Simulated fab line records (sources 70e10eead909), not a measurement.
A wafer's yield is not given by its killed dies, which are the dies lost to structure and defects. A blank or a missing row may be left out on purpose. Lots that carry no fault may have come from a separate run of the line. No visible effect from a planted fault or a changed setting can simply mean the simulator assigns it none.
Chamber matching | flow nand harc | 4 sister chambers for NHARC_A_WL_FILL_ETCHBACK_26 on rie si-04
The step etches the open film in HBr, target depth 52 nm, time 13.3 s. 14 wafers are shown with their chamber, then 7 later ones without.

WAFERS, EACH WITH ITS CHAMBER
wafer  | chamber | drypump motor current A (A) | oes product au (a.u.) | throttle valve pct (%)
L075.2 | 2       | 6.3                         | 0.976                 | 23.273
L075.3 | 0       | 5.2                         | 1.007                 | 23.269
L075.5 | 1       | 6.2                         | 1.013                 | 23.279
L082.1 | 0       | 5.2                         | 0.994                 | 23.271
L082.3 | 3       | 5.3                         | 1.002                 | 23.265
L082.6 | 2       | 6.3                         | 1.002                 | 23.270
L083.3 | 3       | 5.3                         | 1.012                 | 23.273
L083.4 | 0       | 5.2                         | 1.000                 | 23.267
L083.5 | 3       | 5.3                         | 1.017                 | 23.268
L087.4 | 2       | 6.2                         | 1.005                 | 23.260
L087.5 | 0       | 5.2                         | 1.010                 | 23.264
L087.6 | 3       | 5.2                         | 1.014                 | 23.291
L088.2 | 0       | 5.2                         | 1.010                 | 23.271
L088.5 | 3       | 5.3                         | 1.008                 | 23.259

SIGNATURES (means of the wafers above)
reading                 | chamber 0 | chamber 1 | chamber 2 | chamber 3 | scatter within a chamber
drypump motor current A | 5.200     | 6.200     | 6.267     | 5.280     | 0.0383
oes product au          | 1.00420   | 1.01300   | 0.99433   | 1.01060   | 0.00917
throttle valve pct      | 23.26840  | 23.27900  | 23.26767  | 23.27120  | 0.00849
Rule: a wafer lies at a distance from a chamber equal to the root of the sum of squares, over the readings, of (its reading less the chamber's mean, divided by the reading's scatter). If the next closest chamber is less than 2 further off than the closest, the wafer can't be placed; otherwise it belongs to the closest. The scatter is the square root of a quotient: the sum, over the shown wafers, of each reading's squared deviation from its chamber's mean, divided by wafers minus chambers.

WAFERS WITH NO CHAMBER GIVEN
wafer  | drypump motor current A (A) | oes product au (a.u.) | throttle valve pct (%)
L088.6 | 5.2                         | 1.008                 | 23.266
L093.1 | 5.3                         | 0.994                 | 23.258
L093.2 | 6.3                         | 1.004                 | 23.266
L093.5 | 5.2                         | 1.000                 | 23.281
L095.1 | 6.3                         | 1.002                 | 23.271
L095.2 | 6.3                         | 1.008                 | 23.257
L095.5 | 6.3                         | 1.003                 | 23.264

CHAMBER TAKEN BY EACH
wafer  | from the rows above     | in truth
L088.6 | can't be placed: 0 or 3 | 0
L093.1 | can't be placed: 3 or 0 | 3
L093.2 | can't be placed: 2 or 1 | 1
L093.5 | can't be placed: 0 or 3 | 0
L095.1 | can't be placed: 2 or 1 | 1
L095.2 | can't be placed: 2 or 1 | 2
L095.5 | can't be placed: 2 or 1 | 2
0 of 7 placed correctly. Unplaceable from these rows: 7, with the true chamber sitting among the candidates in 7. Number placed wrongly: 0.
